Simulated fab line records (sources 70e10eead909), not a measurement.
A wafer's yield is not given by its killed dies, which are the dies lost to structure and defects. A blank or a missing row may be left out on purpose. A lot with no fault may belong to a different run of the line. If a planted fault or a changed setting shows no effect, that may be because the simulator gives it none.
Which tool is to blame? || flow nand_harc || 12 lots with 36 wafers sampled at 5 steps, on a route of 1302 steps

## WHAT THE GAUGES SHOWED, per wafer
NHARC_A_BONDPAD_OVL_MEAS_35.
{"lot": "L580", "measured": "day 22 18:04", "on": "overlay-02", "overlay_x_nm (nm)": "-6 -6 -6", "overlay_y_nm (nm)": "-4 -4 -5"}
{"lot": "L581", "measured": "day 23 09:12", "on": "overlay-02", "overlay_x_nm (nm)": "15 14 14", "overlay_y_nm (nm)": "7 7 7"}
{"lot": "L582", "measured": "day 24 05:59", "on": "overlay-01", "overlay_x_nm (nm)": "5 5 5", "overlay_y_nm (nm)": "-15 -15 -14"}
{"lot": "L583", "measured": "day 24 10:28", "on": "overlay-01", "overlay_x_nm (nm)": "-1 -1 -1", "overlay_y_nm (nm)": "-1 -2 -2"}
{"lot": "L584", "measured": "day 24 12:25", "on": "overlay-01", "overlay_x_nm (nm)": "6 7 7", "overlay_y_nm (nm)": "3 3 3"}
{"lot": "L586", "measured": "day 25 21:20", "on": "overlay-01", "overlay_x_nm (nm)": "1 0 0", "overlay_y_nm (nm)": "3 3 2"}
{"lot": "L587", "measured": "day 26 00:59", "on": "overlay-02", "overlay_x_nm (nm)": "-1 -1 -1", "overlay_y_nm (nm)": "2 1 2"}
{"lot": "L589", "measured": "day 26 20:31", "on": "overlay-02", "overlay_x_nm (nm)": "-4 -4 -4", "overlay_y_nm (nm)": "4 4 4"}
{"lot": "L591", "measured": "day 27 10:22", "on": "overlay-01", "overlay_x_nm (nm)": "-8 -7 -7", "overlay_y_nm (nm)": "-4 -4 -4"}
{"lot": "L596", "measured": "day 29 04:34", "on": "overlay-01", "overlay_x_nm (nm)": "4 3 3", "overlay_y_nm (nm)": "7 6 6"}
{"lot": "L599", "measured": "day 31 10:41", "on": "overlay-02", "overlay_x_nm (nm)": "-2 -2 -2", "overlay_y_nm (nm)": "-1 -1 0"}
{"lot": "L603", "measured": "day 33 12:55", "on": "overlay-02", "overlay_x_nm (nm)": "-4 -4 -5", "overlay_y_nm (nm)": "-3 -3 -3"}

NHARC_END_SORT_01.
{"lot": "L580", "measured": "day 24 00:41", "on": "prober-01", "defect_limited_yield (%)": "94.1 93.8 93.8", "killed_at_array": "40 40 36", "killed_at_other": "0 1 0", "killed_at_periphery": "0 1 6", "killed_dies": "40 42 42", "killed_open": "2 1 2", "killed_short": "3 0 2"}
{"lot": "L581", "measured": "day 24 16:27", "on": "prober-01", "defect_limited_yield (%)": "92.3 92.3 91.3", "killed_at_array": "50 50 53", "killed_at_other": "0 0 0", "killed_at_periphery": "2 2 6", "killed_dies": "52 52 59", "killed_open": "3 1 3", "killed_short": "4 0 1"}
{"lot": "L582", "measured": "day 25 11:53", "on": "prober-02", "defect_limited_yield (%)": "89.8 87.0 87.4", "killed_at_array": "65 85 80", "killed_at_other": "0 0 1", "killed_at_periphery": "4 3 4", "killed_dies": "69 88 85", "killed_open": "1 3 8", "killed_short": "1 7 3"}
{"lot": "L583", "measured": "day 25 16:22", "on": "prober-01", "defect_limited_yield (%)": "89.2 89.5 88.3", "killed_at_array": "71 68 79", "killed_at_other": "0 0 0", "killed_at_periphery": "2 3 0", "killed_dies": "73 71 79", "killed_open": "0 5 2", "killed_short": "1 2 1"}
{"lot": "L584", "measured": "day 25 20:32", "on": "prober-02", "defect_limited_yield (%)": "92.9 93.6 93.6", "killed_at_array": "39 37 38", "killed_at_other": "5 2 3", "killed_at_periphery": "4 4 2", "killed_dies": "48 43 43", "killed_open": "5 2 2", "killed_short": "4 2 4"}
{"lot": "L586", "measured": "day 27 04:40", "on": "prober-01", "defect_limited_yield (%)": "86.3 88.3 86.6", "killed_at_array": "87 74 84", "killed_at_other": "4 2 3", "killed_at_periphery": "2 3 4", "killed_dies": "93 79 91", "killed_open": "1 2 6", "killed_short": "4 5 3"}
{"lot": "L587", "measured": "day 27 13:14", "on": "prober-02", "defect_limited_yield (%)": "89.8 87.0 89.2", "killed_at_array": "68 85 72", "killed_at_other": "0 1 0", "killed_at_periphery": "1 2 1", "killed_dies": "69 88 73", "killed_open": "2 4 3", "killed_short": "0 2 1"}
{"lot": "L589", "measured": "day 28 03:18", "on": "prober-02", "defect_limited_yield (%)": "85.5 87.1 84.5", "killed_at_array": "96 81 99", "killed_at_other": "1 3 3", "killed_at_periphery": "1 3 3", "killed_dies": "98 87 105", "killed_open": "3 3 2", "killed_short": "1 2 3"}
{"lot": "L591", "measured": "day 28 16:50", "on": "prober-01", "defect_limited_yield (%)": "91.4 93.4 91.7", "killed_at_array": "51 40 52", "killed_at_other": "0 1 0", "killed_at_periphery": "7 4 4", "killed_dies": "58 45 56", "killed_open": "3 0 1", "killed_short": "1 1 1"}
{"lot": "L596", "measured": "day 30 13:58", "on": "prober-02", "defect_limited_yield (%)": "87.3 88.0 88.3", "killed_at_array": "83 70 73", "killed_at_other": "0 1 0", "killed_at_periphery": "3 10 6", "killed_dies": "86 81 79", "killed_open": "6 4 5", "killed_short": "4 6 2"}
{"lot": "L599", "measured": "day 33 03:20", "on": "prober-01", "defect_limited_yield (%)": "87.7 89.7 78.9", "killed_at_array": "76 60 60", "killed_at_other": "2 3 2", "killed_at_periphery": "5 7 81", "killed_dies": "83 70 143", "killed_open": "7 2 2", "killed_short": "3 3 2"}
{"lot": "L603", "measured": "day 35 00:32", "on": "prober-01", "defect_limited_yield (%)": "90.8 89.8 90.3", "killed_at_array": "61 68 66", "killed_at_other": "0 0 0", "killed_at_periphery": "1 1 0", "killed_dies": "62 69 66", "killed_open": "0 3 4", "killed_short": "3 0 1"}

## EACH LOT AND THE TOOL THAT RAN IT (in order: tool; ch and the chambers of the sampled wafers; start)
{"lot": "L580", "NHARC_P_BONDPAD_PRE_CLEAN_26": "pvd_sputter-01, day 6 11:51", "NHARC_A_BONDPAD_STRIP_15": "rie_diel-09 ch 0,3, day 22 18:36", "NHARC_THIN_TSV_GRIND_00": "grinder-01 ch 0, day 23 07:02"}
{"lot": "L581", "NHARC_P_BONDPAD_PRE_CLEAN_26": "pvd_sputter-01, day 6 23:52", "NHARC_A_BONDPAD_STRIP_15": "rie_diel-10 ch 0,1,2, day 23 09:46", "NHARC_THIN_TSV_GRIND_00": "grinder-01 ch 0, day 23 21:51"}
{"lot": "L582", "NHARC_P_BONDPAD_PRE_CLEAN_26": "pvd_sputter-01, day 7 21:29", "NHARC_A_BONDPAD_STRIP_15": "rie_diel-12 ch 0,1,2, day 24 06:34", "NHARC_THIN_TSV_GRIND_00": "grinder-01 ch 0, day 24 18:26"}
{"lot": "L583", "NHARC_P_BONDPAD_PRE_CLEAN_26": "pvd_sputter-02, day 8 02:38", "NHARC_A_BONDPAD_STRIP_15": "rie_diel-12 ch 0,1,3, day 24 10:59", "NHARC_THIN_TSV_GRIND_00": "grinder-01 ch 0, day 24 22:36"}
{"lot": "L584", "NHARC_P_BONDPAD_PRE_CLEAN_26": "pvd_sputter-02, day 8 06:23", "NHARC_A_BONDPAD_STRIP_15": "rie_diel-12 ch 1,2,3, day 24 12:55", "NHARC_THIN_TSV_GRIND_00": "grinder-01 ch 0, day 25 00:00"}
{"lot": "L586", "NHARC_P_BONDPAD_PRE_CLEAN_26": "pvd_sputter-01, day 9 08:50", "NHARC_A_BONDPAD_STRIP_15": "rie_diel-12 ch 0,3, day 25 21:52", "NHARC_THIN_TSV_GRIND_00": "grinder-01 ch 0, day 26 10:03"}
{"lot": "L587", "NHARC_P_BONDPAD_PRE_CLEAN_26": "pvd_sputter-03, day 9 10:56", "NHARC_A_BONDPAD_STRIP_15": "rie_diel-12 ch 0,1,2, day 26 01:37", "NHARC_THIN_TSV_GRIND_00": "grinder-01 ch 0, day 26 14:19"}
{"lot": "L589", "NHARC_P_BONDPAD_PRE_CLEAN_26": "pvd_sputter-03, day 10 05:13", "NHARC_A_BONDPAD_STRIP_15": "rie_diel-10 ch 1,2, day 26 21:02", "NHARC_THIN_TSV_GRIND_00": "grinder-01 ch 0, day 27 09:10"}
{"lot": "L591", "NHARC_P_BONDPAD_PRE_CLEAN_26": "pvd_sputter-02, day 11 10:25", "NHARC_A_BONDPAD_STRIP_15": "rie_diel-12 ch 0,1,2, day 27 10:54", "NHARC_THIN_TSV_GRIND_00": "grinder-01 ch 0, day 27 22:41"}
{"lot": "L596", "NHARC_P_BONDPAD_PRE_CLEAN_26": "pvd_sputter-01, day 13 08:02", "NHARC_A_BONDPAD_STRIP_15": "rie_diel-10 ch 0,2,3, day 29 05:05", "NHARC_THIN_TSV_GRIND_00": "grinder-01 ch 0, day 29 19:46"}
{"lot": "L599", "NHARC_P_BONDPAD_PRE_CLEAN_26": "pvd_sputter-01, day 14 19:32", "NHARC_A_BONDPAD_STRIP_15": "rie_diel-09 ch 2,3, day 31 11:13", "NHARC_THIN_TSV_GRIND_00": "grinder-01 ch 0, day 32 00:36"}
{"lot": "L603", "NHARC_P_BONDPAD_PRE_CLEAN_26": "pvd_sputter-03, day 16 03:58", "NHARC_A_BONDPAD_STRIP_15": "rie_diel-12 ch 1,2, day 33 13:26", "NHARC_THIN_TSV_GRIND_00": "grinder-01 ch 0, day 34 03:44"}
- NHARC_P_BONDPAD_PRE_CLEAN_26: time 30 s.
- NHARC_A_BONDPAD_STRIP_15: strips in O2.
- NHARC_THIN_TSV_GRIND_00

## WHAT THE TOOLS THEMSELVES READ (means of the sampled wafers that have a number; where no wafer has one, the mark that the record gives instead)
NHARC_P_BONDPAD_PRE_CLEAN_26.
{"lot": "L580", "tool": "pvd_sputter-01", "heater_power_w (W)": 389}
{"lot": "L581", "tool": "pvd_sputter-01", "heater_power_w (W)": 402}
{"lot": "L582", "tool": "pvd_sputter-01", "heater_power_w (W)": 400}
{"lot": "L583", "tool": "pvd_sputter-02", "heater_power_w (W)": 484}
{"lot": "L584", "tool": "pvd_sputter-02", "heater_power_w (W)": 409}
{"lot": "L586", "tool": "pvd_sputter-01", "heater_power_w (W)": 414}
{"lot": "L587", "tool": "pvd_sputter-03", "heater_power_w (W)": 418}
{"lot": "L589", "tool": "pvd_sputter-03", "heater_power_w (W)": 424}
{"lot": "L591", "tool": "pvd_sputter-02", "heater_power_w (W)": 466}
{"lot": "L596", "tool": "pvd_sputter-01", "heater_power_w (W)": 425}
{"lot": "L599", "tool": "pvd_sputter-01", "heater_power_w (W)": 424}
{"lot": "L603", "tool": "pvd_sputter-03", "heater_power_w (W)": 437}

NHARC_A_BONDPAD_STRIP_15.
{"lot": "L580", "tool": "rie_diel-09", "drypump_motor_current_A (A)": 6.3, "oes_product_au (a.u.)": 1.008, "rf_vpp_V (V)": 57.2, "showerhead_plenum_p_Torr (Torr)": 3.43, "throttle_valve_pct (%)": 17.039}
{"lot": "L581", "tool": "rie_diel-10", "drypump_motor_current_A (A)": 5.4, "oes_product_au (a.u.)": 0.987, "rf_vpp_V (V)": 57.8, "showerhead_plenum_p_Torr (Torr)": 3.50, "throttle_valve_pct (%)": 17.038}
{"lot": "L582", "tool": "rie_diel-12", "drypump_motor_current_A (A)": 6.3, "oes_product_au (a.u.)": 1.010, "rf_vpp_V (V)": 56.8, "showerhead_plenum_p_Torr (Torr)": 3.46, "throttle_valve_pct (%)": 17.028}
{"lot": "L583", "tool": "rie_diel-12", "drypump_motor_current_A (A)": 6.4, "oes_product_au (a.u.)": 1.005, "rf_vpp_V (V)": 57.6, "showerhead_plenum_p_Torr (Torr)": 3.40, "throttle_valve_pct (%)": 17.034}
{"lot": "L584", "tool": "rie_diel-12", "drypump_motor_current_A (A)": 6.0, "oes_product_au (a.u.)": 1.014, "rf_vpp_V (V)": 57.1, "showerhead_plenum_p_Torr (Torr)": 3.43, "throttle_valve_pct (%)": 17.035}
{"lot": "L586", "tool": "rie_diel-12", "drypump_motor_current_A (A)": 6.3, "oes_product_au (a.u.)": 1.005, "rf_vpp_V (V)": 57.7, "showerhead_plenum_p_Torr (Torr)": 3.44, "throttle_valve_pct (%)": 17.030}
{"lot": "L587", "tool": "rie_diel-12", "drypump_motor_current_A (A)": 6.3, "oes_product_au (a.u.)": 0.997, "rf_vpp_V (V)": 57.4, "showerhead_plenum_p_Torr (Torr)": 3.46, "throttle_valve_pct (%)": 17.035}
{"lot": "L589", "tool": "rie_diel-10", "drypump_motor_current_A (A)": 5.1, "oes_product_au (a.u.)": 0.983, "rf_vpp_V (V)": 57.7, "showerhead_plenum_p_Torr (Torr)": 3.41, "throttle_valve_pct (%)": 17.037}
{"lot": "L591", "tool": "rie_diel-12", "drypump_motor_current_A (A)": 6.3, "oes_product_au (a.u.)": 0.995, "rf_vpp_V (V)": 57.4, "showerhead_plenum_p_Torr (Torr)": 3.45, "throttle_valve_pct (%)": 17.031}
{"lot": "L596", "tool": "rie_diel-10", "drypump_motor_current_A (A)": 5.3, "oes_product_au (a.u.)": 1.003, "rf_vpp_V (V)": 56.2, "showerhead_plenum_p_Torr (Torr)": 3.54, "throttle_valve_pct (%)": 17.037}
{"lot": "L599", "tool": "rie_diel-09", "drypump_motor_current_A (A)": 6.1, "oes_product_au (a.u.)": 1.010, "rf_vpp_V (V)": 57.6, "showerhead_plenum_p_Torr (Torr)": 3.51, "throttle_valve_pct (%)": 17.042}
{"lot": "L603", "tool": "rie_diel-12", "drypump_motor_current_A (A)": 6.0, "oes_product_au (a.u.)": 0.983, "rf_vpp_V (V)": 57.6, "showerhead_plenum_p_Torr (Torr)": 3.47, "throttle_valve_pct (%)": 17.038}

NHARC_THIN_TSV_GRIND_00.
{"lot": "L580", "tool": "grinder-01", "motor_current_A (A)": 12.006, "slurry_flow_ml_min": 149.7}
{"lot": "L581", "tool": "grinder-01", "motor_current_A (A)": 12.000, "slurry_flow_ml_min": 150.5}
{"lot": "L582", "tool": "grinder-01", "motor_current_A (A)": 12.003, "slurry_flow_ml_min": 150.7}
{"lot": "L583", "tool": "grinder-01", "motor_current_A (A)": 12.011, "slurry_flow_ml_min": 150.2}
{"lot": "L584", "tool": "grinder-01", "motor_current_A (A)": 11.994, "slurry_flow_ml_min": 150.4}
{"lot": "L586", "tool": "grinder-01", "motor_current_A (A)": 12.007, "slurry_flow_ml_min": 149.9}
{"lot": "L587", "tool": "grinder-01", "motor_current_A (A)": 12.040, "slurry_flow_ml_min": 150.2}
{"lot": "L589", "tool": "grinder-01", "motor_current_A (A)": 12.015, "slurry_flow_ml_min": 150.4}
{"lot": "L591", "tool": "grinder-01", "motor_current_A (A)": 11.996, "slurry_flow_ml_min": 150.0}
{"lot": "L596", "tool": "grinder-01", "motor_current_A (A)": 12.022, "slurry_flow_ml_min": 150.1}
{"lot": "L599", "tool": "grinder-01", "motor_current_A (A)": 12.008, "slurry_flow_ml_min": 150.2}
{"lot": "L603", "tool": "grinder-01", "motor_current_A (A)": 11.986, "slurry_flow_ml_min": 149.1}

## THE ANSWER, worked out from the rows above alone
Rule: usual is defined by the lots themselves. Put in order of their means at a reading, lots are off if they are a third of the lots or fewer, leave a main group of 4 or more, and stand apart from it by a gap of 3 or more times the standard deviation of the main group's means; of several such gaps the widest counts. If all means in a main group match to the digits the tables above print for the reading, that group is not used. A lot without any number at a reading at which 4 lots or more have one is off too. All remaining lots with rows at the step are treated as sound. First the gauges in route order, then the tools' own readings, where a lot's mean is used as printed above. The first step at which some lot is off is used, and at that step the reading that is off furthest; a lot without a number counts as furthest.
Off: L599, at NHARC_END_SORT_01 (killed_at_periphery). The main group has a mean of 3.0 with a standard deviation of 1.6.
If a tool, at a process step before that reading, ran all the lots that are off and no sound lot after the first of them, it fits. Gauges at NHARC_END_SORT_01: tried the same way as those tools. This does not decide it: 2 tools fit, namely pvd_sputter-01 at NHARC_P_BONDPAD_PRE_CLEAN_26 and rie_diel-09 at NHARC_A_BONDPAD_STRIP_15.

## WHAT THE SIMULATOR PUT IN
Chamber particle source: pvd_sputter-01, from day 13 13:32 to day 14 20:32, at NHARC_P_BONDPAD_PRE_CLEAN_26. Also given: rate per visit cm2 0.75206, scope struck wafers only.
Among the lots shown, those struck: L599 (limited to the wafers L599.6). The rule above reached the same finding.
